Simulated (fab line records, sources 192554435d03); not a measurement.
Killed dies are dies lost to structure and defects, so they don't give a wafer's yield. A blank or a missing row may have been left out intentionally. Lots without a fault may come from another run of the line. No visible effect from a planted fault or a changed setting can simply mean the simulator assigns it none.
fab line records	flow n5Finfet	part 1 of 2: steps 1 to 30 of 37
record: lots: 5	wafers: 15	lastDay: 18
route steps=1938 shown PASSIVATION@1897
lots with no fault: from the same line, run without faults
startH: hours from the record's first day to the start of the lot's first wafer shown	waitH: how many hours have passed since the lot's step before this one	" unchanged from the row above	L1.1+2: several wafers, shown together as one row	- no value, or no start given	* or withheld: withheld	< > ~ a bound
route shown NAME@n: a module of which the file shows steps, and the number in the route of the first	usual: average and standard deviation across the fault-free wafers	same: alike in all rows	chamber/n: place in a boat	sites: each site's reading	_std_site: standard deviation of those values	_edge_site: the outer-site mean with the inner-site mean subtracted	radiusMm: for every site, how far away it sits from the centre of the wafer	mask NAME#n: copy n	behind: the most recent tool/chamber to have shaped the wafer	hold: why the lot was held/for how many hours/how that ended	device: the transistor (n, p or np) that didn't switch	end of line: the route-end tests of the same wafers	a step with no rows: only its recipe	killed: not the wafer's yield, but the dies lost to structure and defects at the first sort	map: dies across one wafer; x = killed, . = not, _ = none there
set.NAME: the run value of the setting; set.NAME@STEP: its run value at that earlier step	model.NAME: the simulator's own value behind a step, which no gauge read
lots at some steps of the route; a table a step, a row a wafer
services: when a tool's chamber went out of use (startH, in hours from the record's first day, below 0 if earlier), for how many hours, and the reason
== steps ==
step: N5_PASSIVATION_HMDS_23
recipe: timeS: 60	tempC: 120
lot.wafer	tool	chamber	startH	waitH
L074.1+4+5	lithoTrack-02	0	286.74	0.1
L083.2+4+5	lithoTrack-02	0	323.77	0.1
L082.1+4+5	lithoTrack-01	0	333.04	0.1
L089.2+3+5	lithoTrack-02	0	363.84	0.1
L096.1+4+6	lithoTrack-02	0	421.74	0.1
step: N5_PASSIVATION_COAT_24
recipe: spinRpm: 3000	resistThkNm: withheld
lot.wafer	tool	chamber	startH	waitH
L074.1+4+5	lithoTrack-02	0	-	-
L083.2+4+5	lithoTrack-02	0	-	-
L082.1+4+5	lithoTrack-01	0	-	-
L089.2+3+5	lithoTrack-02	0	-	-
L096.1+4+6	lithoTrack-02	0	-	-
step: N5_PASSIVATION_EBR_26
recipe: solvent: PGMEA	ebrWidthMm: 1.5
lot.wafer	tool	chamber	startH	waitH
L074.1+4+5	lithoTrack-02	0	-	-
L083.2+4+5	lithoTrack-02	0	-	-
L082.1+4+5	lithoTrack-01	0	-	-
L089.2+3+5	lithoTrack-02	0	-	-
L096.1+4+6	lithoTrack-02	0	-	-
step: N5_PASSIVATION_SOFTBAKE_25
recipe: tempC: 100	timeS: 90
lot.wafer	tool	chamber	startH	waitH
L074.1+4+5	lithoTrack-02	0	-	-
L083.2+4+5	lithoTrack-02	0	-	-
L082.1+4+5	lithoTrack-01	0	-	-
L089.2+3+5	lithoTrack-02	0	-	-
L096.1+4+6	lithoTrack-02	0	-	-
step: N5_PASSIVATION_EXPOSE_27
recipe: maskId: PAD	na: 0.55	sourceShape: conventional	sigmaOuter: 0.8	polarization: unpolarized	defocusNm: 0	doseMj: 32.3
usual: reticleTempC: 23.05/0.096
same: sigmaOuter: 0.8
lot.wafer	tool	chamber	startH	waitH	mask	reticleTempC
L074.1	krfScanner-02	0	286.98	-	PAD#0	23.00
L074.4	"	0	"	"	PAD#0	23.04
L074.5	"	0	"	"	PAD#0	23.01
L083.2	krfScanner-01	0	323.88	-	PAD#0	23.01
L083.4	"	0	"	"	PAD#0	22.94
L083.5	"	0	"	"	PAD#0	23.05
L082.1	krfScanner-02	0	333.27	-	PAD#0	23.05
L082.4	"	0	"	"	PAD#0	22.99
L082.5	"	0	"	"	PAD#0	22.93
L089.2	krfScanner-02	0	363.95	-	PAD#0	22.85
L089.3	"	0	"	"	PAD#0	22.96
L089.5	"	0	"	"	PAD#0	22.97
L096.1	krfScanner-02	0	421.84	-	PAD#0	23.05
L096.4	"	0	"	"	PAD#0	23.00
L096.6	"	0	"	"	PAD#0	23.00
step: N5_PASSIVATION_PEB_28
recipe: pebTempC: withheld	pebTimeS: *
lot.wafer	tool	chamber	startH	waitH
L074.1+4+5	lithoTrack-02	0	287.03	0.1
L083.2+4+5	lithoTrack-02	0	323.93	0.0
L082.1+4+5	lithoTrack-02	0	333.33	0.1
L089.2+3+5	lithoTrack-03	0	364.00	0.0
L096.1+4+6	lithoTrack-01	0	421.90	0.1
step: N5_PASSIVATION_DEVELOP_29
recipe: developTimeS: 60	rinseLiquid: diw	dry: airSpin	devTempC: 21
lot.wafer	tool	chamber	startH	waitH
L074.1+4+5	lithoTrack-02	0	-	-
L083.2+4+5	lithoTrack-02	0	-	-
L082.1+4+5	lithoTrack-02	0	-	-
L089.2+3+5	lithoTrack-03	0	-	-
L096.1+4+6	lithoTrack-01	0	-	-
step: N5_PASSIVATION_HARDBAKE_31
recipe: tempC: 130	timeS: 120
lot.wafer	tool	chamber	startH	waitH
L074.1+4+5	lithoTrack-02	0	-	-
L083.2+4+5	lithoTrack-02	0	-	-
L082.1+4+5	lithoTrack-02	0	-	-
L089.2+3+5	lithoTrack-03	0	-	-
L096.1+4+6	lithoTrack-01	0	-	-
step: N5_PASSIVATION_CD_MEAS_30
recipe: targetCdNm: 4000	landingEnergyEv: 500	detector: seInlens	polarity: opening
usual: cdNm: 4000.0/1.5
same: landingEnergyEv: 500
lot.wafer	tool	chamber	startH	waitH	cdNm
L074.1	cdSem-01	0	287.15	-	3999.6
L074.4	"	0	"	"	4000.0
L074.5	"	0	"	"	4001.6
L083.2	cdSem-03	0	324.05	-	4000.8
L083.4	"	0	"	"	4000.5
L083.5	"	0	"	"	4001.4
L082.1	cdSem-02	0	333.45	-	3998.0
L082.4	"	0	"	"	3999.1
L082.5	"	0	"	"	3998.4
L089.2	cdSem-01	0	364.12	-	4000.8
L089.3	"	0	"	"	3998.5
L089.5	"	0	"	"	4001.1
L096.1	cdSem-02	0	422.02	-	3999.4
L096.4	"	0	"	"	3999.0
L096.6	"	0	"	"	3999.1
step: N5_PASSIVATION_OVL_MEAS_63
recipe: pointsPerWafer: 44
usual: PAD_OVL: -2/5.3
lot.wafer	tool	chamber	startH	waitH	PAD_OVL[nm]
L074.1	overlay-01	0	287.18	0.0	-5
L074.4	"	0	"	"	-3
L074.5	"	0	"	"	7
L083.2	overlay-02	0	324.08	0.0	4
L083.4	"	0	"	"	3
L083.5	"	0	"	"	-5
L082.1	overlay-02	0	333.48	0.0	0
L082.4	"	0	"	"	12
L082.5	"	0	"	"	2
L089.2	overlay-02	0	364.15	0.0	-6
L089.3	"	0	"	"	-3
L089.5	"	0	"	"	-5
L096.1	overlay-01	0	422.05	0.0	0
L096.4	"	0	"	"	-1
L096.6	"	0	"	"	-1
step: N5_PASSIVATION_INSPECT_64
recipe: mode: adi	inspectInstrument: macro
usual: rawDefectCount: 2.2/1.4
lot.wafer	tool	chamber	startH	waitH	rawDefectCount
L074.1	defectInspect-01	-	287.21	0.0	2
L074.4	"	-	"	"	1
L074.5	"	-	"	"	2
L083.2	defectInspect-01	-	324.10	0.0	0
L083.4	"	-	"	"	2
L083.5	"	-	"	"	1
L082.1	defectInspect-01	-	333.50	0.0	0
L082.4	"	-	"	"	1
L082.5	"	-	"	"	0
L089.2	defectInspect-01	-	364.18	0.0	4
L089.3	"	-	"	"	0
L089.5	"	-	"	"	3
L096.1	defectInspect-02	-	422.07	0.0	2
L096.4	"	-	"	"	0
L096.6	"	-	"	"	4
step: N5_PASSIVATION_DESCUM_32
recipe: chemistry: O2	timeS: 7.9	sourcePowerW: 50	biasPowerW: 20	pressureMtorr: 20	rfFrequencyHz: 2.712e+07	tempC: 40	o2FlowSccm: 225
usual: drypumpMotorCurrentA: 5.6/0.46	oesProductAu: 0.79/0.097	rfVppV: 242.7/1.5	showerheadPlenumPTorr: 2.07/0.071	throttleValvePct: 20.55/0.19
lot.wafer	tool	chamber	startH	waitH	drypumpMotorCurrentA	oesProductAu	rfHoursCounterH	rfVppV	showerheadPlenumPTorr	throttleValvePct
L074.1	rieDiel-05	1	287.67	0.5	5.2	0.80	105	242.8	2.03	20.50
L074.4	"	3	"	"	5.9	0.70	219	240.7	1.98	20.49
L074.5	"	1	"	"	5.2	0.80	-	241.7	2.03	20.49
L083.2	rieDiel-05	0	324.14	0.0	5.7	0.95	18	242.8	2.06	20.40
L083.4	"	1	"	"	5.2	0.79	119	243.6	2.02	20.52
L083.5	"	3	"	"	5.9	0.69	-	242.5	1.98	20.51
L082.1	rieDiel-05	0	333.66	0.2	5.6	0.93	22	242.3	2.06	20.39
L082.4	"	1	"	"	5.2	0.78	122	242.0	2.02	20.53
L082.5	"	2	"	"	5.1	0.68	-	241.9	1.98	20.23
L089.2	rieDiel-05	1	364.21	0.0	5.2	0.77	133	242.1	2.02	20.54
L089.3	"	0	"	"	5.6	0.92	32	242.4	2.05	20.42
L089.5	"	0	"	"	5.6	0.91	-	242.5	2.05	20.41
L096.1	rieDiel-05	1	422.14	0.1	5.2	0.75	157	242.8	2.01	20.59
L096.4	"	2	"	"	5.1	0.97	4	245.7	2.23	19.92
L096.6	"	0	"	"	5.6	0.87	-	241.9	2.04	20.45
step: N5_PASSIVATION_AL_ETCH_33
recipe: chemistry: Cl2/BCl3	targetDepthA: 28000	overEtchFrac: 0.15	Cl2_flow_sccm: 180	bcl3FlowSccm: 60	target: Al	stopOn: TaN	timeS: 466.7	ionEnergyEv: 100	pressureMtorr: 10	icpW: 900	biasW: 100
usual: bcl3FlowSccm: 60.03/0.18	drypumpMotorCurrentA: 5.5/0.42	oesProductAu: 0.72/0.091	throttleValvePct: 34.29/0.21
lot.wafer	tool	chamber	startH	waitH	bcl3FlowSccm	drypumpMotorCurrentA	oesProductAu	rfHoursCounterH	throttleValvePct
L074.1	rieMetal-02	1	287.75	0.1	59.66	5.6	0.76	14	34.24
L074.4	"	1	"	"	60.07	5.6	0.76	-	34.22
L074.5	"	0	"	"	59.85	5.4	0.57	-	34.67
L083.2	rieMetal-01	0	324.22	0.1	60.25	5.7	0.67	53	34.31
L083.4	"	0	"	"	60.24	5.7	0.67	-	34.28
L083.5	"	0	"	"	60.24	5.7	0.68	-	34.27
L082.1	rieMetal-02	0	333.74	0.1	60.25	5.4	0.88	1	34.57
L082.4	"	0	"	"	60.15	5.3	0.88	-	34.57
L082.5	"	0	"	"	60.34	5.4	0.88	-	34.56
L089.2	rieMetal-02	0	364.30	0.1	60.33	5.3	0.85	4	34.55
L089.3	"	1	"	"	59.81	5.7	0.74	-	34.20
L089.5	"	0	"	"	60.26	5.3	0.85	-	34.54
L096.1	rieMetal-01	0	422.23	0.1	59.83	5.7	0.67	62	34.25
L096.4	"	1	"	"	59.91	6.4	0.86	-	34.01
L096.6	"	1	"	"	59.68	6.3	0.87	-	33.98
step: N5_PASSIVATION_ETCH_59
recipe: chemistry: Cl2/BCl3	target: TaN	targetDepthA: 650	timeS: 34.9	ionEnergyEv: 100	pressureMtorr: 10	icpW: 900	biasW: 100	Cl2_flow_sccm: 60	bcl3FlowSccm: 30
usual: bcl3FlowSccm: 30.01/0.087	drypumpMotorCurrentA: 5.5/0.42	oesProductAu: 0.80/0.097	throttleValvePct: 21.11/0.18
lot.wafer	tool	chamber	startH	waitH	bcl3FlowSccm	drypumpMotorCurrentA	oesProductAu	rfHoursCounterH	throttleValvePct
L074.1	rieMetal-02	1	288.16	0.3	29.99	5.6	0.85	14	21.02
L074.4	"	1	"	"	30.03	5.6	0.85	-	21.03
L074.5	"	0	"	"	29.92	5.3	0.62	-	21.50
L083.2	rieMetal-01	0	324.62	0.3	30.06	5.7	0.76	54	21.17
L083.4	"	0	"	"	29.94	5.7	0.77	-	21.14
L083.5	"	0	"	"	30.08	5.7	0.76	-	21.16
L082.1	rieMetal-02	0	334.14	0.3	30.03	5.4	0.96	1	21.25
L082.4	"	0	"	"	29.95	5.3	0.96	-	21.27
L082.5	"	0	"	"	30.16	5.3	0.96	-	21.25
L089.2	rieMetal-02	0	364.70	0.3	30.08	5.4	0.92	5	21.24
L089.3	"	1	"	"	29.82	5.7	0.81	-	21.06
L089.5	"	0	"	"	29.99	5.3	0.93	-	21.25
L096.1	rieMetal-01	0	422.63	0.3	29.91	5.7	0.73	62	21.18
L096.4	"	1	"	"	30.02	6.3	0.95	-	20.76
L096.6	"	1	"	"	30.01	6.4	0.96	-	20.75
step: N5_PASSIVATION_STRIP_34
recipe: chemistry: O2	powerW: 600	tempC: 60	pressureMtorr: 30	rfFrequencyHz: 6e+07	biasPowerW: 0	overashFraction: 2	o2FlowSccm: 225
usual: drypumpMotorCurrentA: 5.6/0.46	oesProductAu: 0.81/0.11	rfVppV: 3.6/1.5	showerheadPlenumPTorr: 2.07/0.069	throttleValvePct: 16.75/0.2
lot.wafer	tool	chamber	startH	waitH	drypumpMotorCurrentA	oesProductAu	rfHoursCounterH	rfVppV	showerheadPlenumPTorr	throttleValvePct
L074.1	rieDiel-02	3	288.29	0.1	5.4	0.93	29	4.1	2.13	16.54
L074.4	"	0	"	"	5.9	0.93	38	6.0	2.05	16.70
L074.5	"	0	"	"	5.9	0.91	-	4.0	2.05	16.65
L083.2	rieDiel-05	1	324.80	0.1	5.2	0.78	119	3.3	2.03	16.76
L083.4	"	3	"	"	5.9	0.69	233	1.6	1.99	16.82
L083.5	"	0	"	"	5.6	0.94	-	4.3	2.06	16.60
L082.1	rieDiel-05	2	334.26	0.1	5.1	0.68	236	4.3	1.98	16.63
L082.4	"	3	"	"	5.9	0.68	236	4.6	1.98	16.81
L082.5	"	3	"	"	5.9	0.69	-	2.3	1.99	16.84
L089.2	rieDiel-05	2	365.11	0.4	5.1	0.68	246	2.3	1.98	16.61
L089.3	"	1	"	"	5.2	0.79	134	3.7	2.02	16.76
L089.5	"	1	"	"	5.2	0.80	-	2.6	2.02	16.72
L096.1	rieDiel-05	0	422.79	0.1	5.7	0.88	57	3.3	2.05	16.60
L096.4	"	1	"	"	5.2	0.74	157	6.8	2.01	16.83
L096.6	"	3	"	"	5.9	0.96	-	3.3	2.24	16.41
step: N5_PASSIVATION_STRIP_51
recipe: chemistry: postEtchResidueRemover	timeS: 1200	tempC: 72.5
lot.wafer	tool	chamber	startH	waitH
L074.1+4+5	wetBench-06	7,3,4	288.35	-
L083.2+4+5	wetBench-01	2,3,6	324.87	-
L082.1+4+5	wetBench-03	2,1,7	334.33	-
L089.2+3+5	wetBench-06	1,7,2	365.17	-
L096.1+4+6	wetBench-01	3,4,7	422.85	-
step: N5_PASSIVATION_CLEAN_69
recipe: chemistry: IPA	timeS: 180	tempC: 25
lot.wafer	tool	chamber	startH	waitH
L074.1+4+5	wetBench-06	7,3,4	288.72	0.0
L083.2+4+5	wetBench-01	2,3,6	325.20	0.0
L082.1+4+5	wetBench-03	2,1,7	334.66	0.0
L089.2+3+5	wetBench-06	1,7,2	365.51	0.0
L096.1+4+6	wetBench-01	3,4,7	423.19	0.0
step: N5_PASSIVATION_SRD_70
recipe: dry: ipaMarangoni	timeS: 30	tempC: 23	rinseLiquid: diw
lot.wafer	tool	chamber	startH	waitH
L074.1+4+5	wetBench-06	7,3,4	288.78	0.0
L083.2+4+5	wetBench-01	2,3,6	325.25	0.0
L082.1+4+5	wetBench-03	2,1,7	334.71	0.0
L089.2+3+5	wetBench-06	1,7,2	365.56	0.0
L096.1+4+6	wetBench-01	3,4,7	423.24	0.0
step: N5_PASSIVATION_PECVD_53
recipe: material: SiO2	targetThkA: 8000	tempC: 400	precursor: TEOS/O2	pressureTorr: 6.5	rfW: withheld	teosFlowSccm: withheld	gas: O2	flowSccm: 2650	timeS: 169.4
lot.wafer	tool	chamber	startH	waitH
L074.1+4+5	pecvd-03	1,0,1	288.82	0.0
L083.2+4+5	pecvd-04	2,2,1	325.30	0.0
L082.1+4+5	pecvd-04	1,2,1	334.76	0.0
L089.2+3+5	pecvd-03	2,0,1	365.61	0.0
L096.1+4+6	pecvd-01	0,1,1	423.29	0.0
step: N5_PASSIVATION_PECVD_35
recipe: material: SiNx	targetThkA: 7000	tempC: 400	precursor: SiH4/NH3/N2	pressureTorr: 4.9	rfW: 1406	timeS: 151.3
usual: heaterPowerOuterW: 161/47	heaterPowerW: 355/78	showerheadPlenumPTorr: 8.65/0.073	throttleValvePct: 28.8/2.1
lot.wafer	tool	chamber	startH	waitH	heaterPowerOuterW	heaterPowerW	showerheadPlenumPTorr	throttleValvePct
L074.1	pecvd-03	1	288.94	0.1	151	392	8.69	31.7
L074.4	"	0	"	"	103	210	8.64	29.5
L074.5	"	1	"	"	168	421	8.72	31.2
L083.2	pecvd-04	2	325.41	0.1	161	355	8.54	26.4
L083.4	"	2	"	"	186	382	8.54	26.3
L083.5	"	1	"	"	110	260	8.75	28.3
L082.1	pecvd-04	1	334.87	0.1	139	301	8.75	28.3
L082.4	"	2	"	"	163	354	8.55	26.2
L082.5	"	1	"	"	45	177	8.77	28.3
L089.2	pecvd-03	2	365.72	0.1	239	448	8.74	26.3
L089.3	"	0	"	"	186	321	8.63	29.8
L089.5	"	1	"	"	135	371	8.70	31.5
L096.1	pecvd-01	0	423.45	0.1	234	383	8.56	33.1
L096.4	"	1	"	"	203	421	8.60	27.1
L096.6	"	1	"	"	223	456	8.62	27.3
step: N5_PASSIVATION_HMDS_37
recipe: timeS: 60	tempC: 120
lot.wafer	tool	chamber	startH	waitH
L074.1+4+5	lithoTrack-03	0	289.07	0.1
L083.2+4+5	lithoTrack-01	0	325.55	0.1
L082.1+4+5	lithoTrack-02	0	335.01	0.1
L089.2+3+5	lithoTrack-03	0	365.85	0.1
L096.1+4+6	lithoTrack-02	0	423.64	0.1
step: N5_PASSIVATION_COAT_38
recipe: spinRpm: 3000	resistThkNm: withheld
lot.wafer	tool	chamber	startH	waitH
L074.1+4+5	lithoTrack-03	0	-	-
L083.2+4+5	lithoTrack-01	0	-	-
L082.1+4+5	lithoTrack-02	0	-	-
L089.2+3+5	lithoTrack-03	0	-	-
L096.1+4+6	lithoTrack-02	0	-	-
step: N5_PASSIVATION_EBR_40
recipe: solvent: PGMEA	ebrWidthMm: 1.5
lot.wafer	tool	chamber	startH	waitH
L074.1+4+5	lithoTrack-03	0	-	-
L083.2+4+5	lithoTrack-01	0	-	-
L082.1+4+5	lithoTrack-02	0	-	-
L089.2+3+5	lithoTrack-03	0	-	-
L096.1+4+6	lithoTrack-02	0	-	-
step: N5_PASSIVATION_SOFTBAKE_39
recipe: tempC: 110	timeS: 120
lot.wafer	tool	chamber	startH	waitH
L074.1+4+5	lithoTrack-03	0	-	-
L083.2+4+5	lithoTrack-01	0	-	-
L082.1+4+5	lithoTrack-02	0	-	-
L089.2+3+5	lithoTrack-03	0	-	-
L096.1+4+6	lithoTrack-02	0	-	-
step: N5_PASSIVATION_EXPOSE_41
recipe: maskId: PASS_OPEN	na: 0.55	defocusNm: 0	sourceShape: conventional	sigmaOuter: 0.8	polarization: unpolarized	targetCdNm: 40000	doseMj: 57.25
usual: reticleTempC: 23.01/0.11
same: sigmaOuter: 0.8
lot.wafer	tool	chamber	startH	waitH	mask	reticleTempC
L074.1	krfScanner-02	0	289.31	-	PASS_OPEN#0	22.96
L074.4	"	0	"	"	PASS_OPEN#0	22.72
L074.5	"	0	"	"	PASS_OPEN#0	22.83
L083.2	krfScanner-01	0	325.79	-	PASS_OPEN#0	22.81
L083.4	"	0	"	"	PASS_OPEN#0	22.99
L083.5	"	0	"	"	PASS_OPEN#0	22.95
L082.1	krfScanner-01	0	335.25	-	PASS_OPEN#0	22.98
L082.4	"	0	"	"	PASS_OPEN#0	23.07
L082.5	"	0	"	"	PASS_OPEN#0	22.88
L089.2	krfScanner-02	0	365.98	-	PASS_OPEN#0	22.92
L089.3	"	0	"	"	PASS_OPEN#0	22.97
L089.5	"	0	"	"	PASS_OPEN#0	23.02
L096.1	krfScanner-02	0	423.76	-	PASS_OPEN#0	23.01
L096.4	"	0	"	"	PASS_OPEN#0	22.92
L096.6	"	0	"	"	PASS_OPEN#0	22.86
step: N5_PASSIVATION_PEB_42
recipe: pebTempC: withheld	pebTimeS: *
lot.wafer	tool	chamber	startH	waitH
L074.1+4+5	lithoTrack-03	0	289.37	0.1
L083.2+4+5	lithoTrack-02	0	325.85	0.0
L082.1+4+5	lithoTrack-02	0	335.31	0.1
L089.2+3+5	lithoTrack-02	0	366.03	0.0
L096.1+4+6	lithoTrack-03	0	423.82	0.1
step: N5_PASSIVATION_DEVELOP_43
recipe: developTimeS: 60	rinseLiquid: diw	dry: airSpin	devTempC: 21
lot.wafer	tool	chamber	startH	waitH
L074.1+4+5	lithoTrack-03	0	-	-
L083.2+4+5	lithoTrack-02	0	-	-
L082.1+4+5	lithoTrack-02	0	-	-
L089.2+3+5	lithoTrack-02	0	-	-
L096.1+4+6	lithoTrack-03	0	-	-
step: N5_PASSIVATION_HARDBAKE_45
recipe: tempC: 130	timeS: 120
lot.wafer	tool	chamber	startH	waitH
L074.1+4+5	lithoTrack-03	0	-	-
L083.2+4+5	lithoTrack-02	0	-	-
L082.1+4+5	lithoTrack-02	0	-	-
L089.2+3+5	lithoTrack-02	0	-	-
L096.1+4+6	lithoTrack-03	0	-	-
step: N5_PASSIVATION_CD_MEAS_44
recipe: targetCdNm: 40000	landingEnergyEv: 500	detector: seInlens
usual: cdNm: 39999/3.3
same: landingEnergyEv: 500
lot.wafer	tool	chamber	startH	waitH	cdNm
L074.1	cdSem-01	0	289.49	-	40000
L074.4	"	0	"	"	39999
L074.5	"	0	"	"	40001
L083.2	cdSem-02	0	325.97	-	40000
L083.4	"	0	"	"	40002
L083.5	"	0	"	"	40000
L082.1	cdSem-03	0	335.43	-	39994
L082.4	"	0	"	"	39995
L082.5	"	0	"	"	39994
L089.2	cdSem-03	0	366.15	-	39996
L089.3	"	0	"	"	40001
L089.5	"	0	"	"	39997
L096.1	cdSem-02	0	423.94	-	39999
L096.4	"	0	"	"	39999
L096.6	"	0	"	"	39998
step: N5_PASSIVATION_OVL_MEAS_66
recipe: pointsPerWafer: 44
usual: PASS_OPEN_OVL: 0/5.3
lot.wafer	tool	chamber	startH	waitH	PASS_OPEN_OVL[nm]
L074.1	overlay-01	0	289.52	0.0	3
L074.4	"	0	"	"	-4
L074.5	"	0	"	"	8
L083.2	overlay-01	0	326.00	0.0	9
L083.4	"	0	"	"	0
L083.5	"	0	"	"	13
L082.1	overlay-01	0	335.46	0.0	-3
L082.4	"	0	"	"	4
L082.5	"	0	"	"	8
L089.2	overlay-01	0	366.18	0.0	-4
L089.3	"	0	"	"	0
L089.5	"	0	"	"	-3
L096.1	overlay-02	0	423.97	0.0	7
L096.4	"	0	"	"	4
L096.6	"	0	"	"	3
